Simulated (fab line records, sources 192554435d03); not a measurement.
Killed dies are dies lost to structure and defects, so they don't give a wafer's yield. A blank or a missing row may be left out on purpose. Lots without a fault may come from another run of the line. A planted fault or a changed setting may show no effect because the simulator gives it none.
Split-lot experiment | flow n5_finfet | 7 lots, 21 wafers read, on a route of 1938 steps

THE SPLIT
At N5_BEOL_M14_PEB_26 (peb time 90 s), the setting peb_temp_c was moved away from the recipe's 130 C on 7 of the 21 wafers read, by -1.8% to +2.2%. The other wafers ran this setting at the recipe's value.

FROM THE SPLIT TO THE READING: what the file shows between them, 2 steps
- N5_BEOL_M14_DEVELOP_27: develop time 45 s
- N5_BEOL_M14_HARDBAKE_32: time 120 s

THE READING
cd_nm, in nm, at N5_BEOL_M14_CD_MEAS_28 (target cd 284.4 nm). Fault-free wafers of this fab line usually give 284.9 nm, standard deviation 1.2 nm.

wafer  | tool, chamber at the split | peb_temp_c as run, C | against the recipe | cd_nm, nm | against lot-mates on the recipe
L077.2 | litho_track-02, 0          | 127.7                | -1.8%              | 273.8     | -12.3
L077.4 | litho_track-02, 0          | 130                  | recipe             | 286.3     | -
L077.6 | litho_track-02, 0          | 130                  | recipe             | 286.0     | -
L075.1 | litho_track-03, 0          | 129                  | -0.8%              | 279.7     | no lot-mate on the recipe
L075.3 | litho_track-03, 0          | 129                  | -0.8%              | 280.0     | no lot-mate on the recipe
L075.4 | litho_track-03, 0          | 129                  | -0.8%              | 278.3     | no lot-mate on the recipe
L084.1 | litho_track-02, 0          | 130                  | recipe             | 286.2     | -
L084.2 | litho_track-02, 0          | 130                  | recipe             | 285.7     | -
L084.3 | litho_track-02, 0          | 130                  | recipe             | 285.0     | -
L089.1 | litho_track-03, 0          | 130                  | recipe             | 285.1     | -
L089.5 | litho_track-03, 0          | 130                  | recipe             | 284.9     | -
L089.6 | litho_track-03, 0          | 130                  | recipe             | 285.3     | -
L088.2 | litho_track-01, 0          | 130                  | recipe             | 284.2     | -
L088.3 | litho_track-01, 0          | 130                  | recipe             | 283.8     | -
L088.6 | litho_track-01, 0          | 130                  | recipe             | 283.7     | -
L092.1 | litho_track-01, 0          | 130                  | recipe             | 283.2     | -
L092.2 | litho_track-01, 0          | 128.7                | -1.0%              | 278.4     | -4.8
L092.3 | litho_track-01, 0          | 128.7                | -1.0%              | 276.9     | -6.3
L091.1 | litho_track-02, 0          | 130                  | recipe             | 286.8     | -
L091.2 | litho_track-02, 0          | 132.8                | +2.2%              | 296.9     | +10.2
L091.3 | litho_track-02, 0          | 130                  | recipe             | 286.5     | -

THE FIT
A straight line over all 21 wafers: cd_nm changes by +6.28 nm for each +1% of peb_temp_c; r = +0.97; the points scatter about the line by 1.2 nm.
The same after taking each lot's own level away (the mean of its wafers on the recipe; 18 wafers): +5.59 nm for each +1%; r = +0.98; scatter 0.81 nm.
On that fit, the largest move of peb_temp_c shifts the reading by 12 nm.
The lots' own levels span 283.20 to 286.65 nm, that is 2.9 times the standard deviation above.
So the lot-to-lot level changes the slope: the two fits differ.
Check: with one of the wafers moved furthest among these (+2.2%) left out of the fit, the line predicts +14 nm for it against its lot-mates. It came out at +10.2 nm against them.

OTHER SPLITS ON THESE WAFERS
These wafers also went through other splits before the reading. Each is held against what the fit with the lots' levels taken away leaves over:
other split on the same wafers    | wafers away from the commonest value | r with cd_nm (lot level and that fit taken away)
N5_BEOL_M10_COAT_60 spin_rpm      | 6                                    | +0.29
N5_BEOL_M13_TRENCH_ETCH_34 time_s | 10                                   | +0.20

THE WHOLE CHAIN: every reading that the file lists as answering this split, in the file's order
step                       | what it does                                                    | reading                                                         | change (the file's fit)              | r (the file's)
N5_BEOL_M14_CD_MEAS_28     | target cd 284.4 nm                                              | cd_nm                                                           | +5.64 nm for each +1% of the setting | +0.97
N5_BEOL_M14_DESCUM_33      | chemistry O2, time 7.9 s                                        | BEOL_M14.cd_nm (the simulator's own value, which no gauge read) | +5.59 nm for each +1% of the setting | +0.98
N5_BEOL_M14_ETCH_68        | etches SOC in N2/H2, time 450 s                                 | BEOL_M14.cd_nm (the simulator's own value, which no gauge read) | +5.37 nm for each +1% of the setting | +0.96
N5_BEOL_M14_TRENCH_ETCH_34 | etches SiO2 in C4F8/O2/Ar, target depth 556.65 nm, time 126.9 s | BEOL_M14.cd_nm (the simulator's own value, which no gauge read) | +5.34 nm for each +1% of the setting | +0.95

THE FILE'S OWN FIT
cd_nm changes by +5.64 nm for each +1% of peb_temp_c, r = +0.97.
